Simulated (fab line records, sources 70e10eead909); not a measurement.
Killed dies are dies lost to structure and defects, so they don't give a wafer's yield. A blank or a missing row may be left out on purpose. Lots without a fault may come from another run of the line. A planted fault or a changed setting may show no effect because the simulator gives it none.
Chamber matching | flow nand_harc | NHARC_A_CHANNEL_FILL_D1_ALD_25 on ald_hk-02: 4 sister chambers
The step deposits SiOx, target thk 60 nm, pulse time 10 s, ald cycles 600. 33 wafers are shown with their chamber, then 12 later ones without.

WAFERS WITH THEIR CHAMBER
wafer  | chamber | heater_power_w (W) | precursor_pulse_height_rel
L075.2 | 1       | 511                | 0.999
L075.4 | 0       | 462                | 0.991
L075.1 | 2       | 572                | 1.004
L075.3 | 3       | 453                | 1.016
L075.6 | 0       | 458                | 0.984
L075.5 | 1       | 513                | 0.971
L077.1 | 0       | 458                | 0.980
L077.2 | 2       | 571                | 1.028
L077.3 | 1       | 521                | 1.030
L077.4 | 3       | 457                | 1.011
L077.6 | 2       | 564                | 1.017
L077.5 | 3       | 468                | 0.972
L079.3 | 0       | 460                | 0.992
L079.4 | 3       | 461                | 0.996
L079.5 | 2       | 591                | 1.016
L080.3 | 2       | 597                | 1.001
L080.4 | 3       | 441                | 0.979
L080.2 | 0       | 459                | 0.998
L080.1 | 1       | 502                | 1.011
L080.5 | 2       | 571                | 0.996
L080.6 | 3       | 470                | 0.988
L084.4 | 3       | 454                | 1.011
L084.2 | 1       | 514                | 0.997
L084.5 | 3       | 467                | 0.994
L085.4 | 1       | 515                | 0.966
L085.3 | 3       | 472                | 1.031
L085.6 | 1       | 520                | 1.019
L086.4 | 1       | 489                | 0.994
L086.2 | 3       | 447                | 0.975
L086.5 | 1       | 489                | 0.996
L089.4 | 3       | 449                | 0.975
L089.3 | 1       | 487                | 1.025
L089.6 | 0       | 481                | 1.018

SIGNATURES (means of the wafers above)
reading                    | chamber 0 | chamber 1 | chamber 2 | chamber 3 | scatter within a chamber
heater_power_w             | 463.00    | 506.10    | 577.67    | 458.09    | 11.6
precursor_pulse_height_rel | 0.99383   | 1.00080   | 1.01033   | 0.99527   | 0.0182
Rule: a wafer's distance from a chamber is the root of the sum, over the readings, of the square of ((its reading less the chamber's mean) divided by the reading's scatter). The wafer belongs to the nearest chamber; if the next one is less than 2 further off, it can't be placed. The scatter: the root of (the sum of the squares of (reading less its chamber's mean) over the shown wafers, divided by (wafers less chambers)).

WAFERS WITHOUT THEIR CHAMBER
wafer  | heater_power_w (W) | precursor_pulse_height_rel
L091.1 | 529                | 1.055
L091.2 | 488                | 1.024
L091.5 | 526                | 0.999
L092.1 | 478                | 1.021
L092.3 | 540                | 0.990
L092.4 | 471                | 0.997
L092.2 | 434                | 1.006
L092.5 | 461                | 0.994
L092.6 | 484                | 1.002
L095.2 | 493                | 1.002
L095.5 | 467                | 0.982
L095.6 | 483                | 1.006

WHICH CHAMBER EACH WENT THROUGH
wafer  | from the rows above          | in truth
L091.1 | can't be placed: 1 or 2      | 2
L091.2 | can't be placed: 1 or 0 or 3 | 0
L091.5 | 1                            | 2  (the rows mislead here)
L092.1 | can't be placed: 0 or 3 or 1 | 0
L092.3 | can't be placed: 1 or 2      | 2
L092.4 | can't be placed: 0 or 3      | 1
L092.2 | can't be placed: 3 or 0      | 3
L092.5 | can't be placed: 0 or 3      | 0
L092.6 | can't be placed: 0 or 1 or 3 | 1
L095.2 | can't be placed: 1 or 0 or 3 | 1
L095.5 | can't be placed: 0 or 3      | 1
L095.6 | can't be placed: 0 or 1 or 3 | 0
Placed correctly: 0 of 12. Can't be placed from these rows: 11 (the true chamber is among the candidates in 9). Placed wrongly: 1.
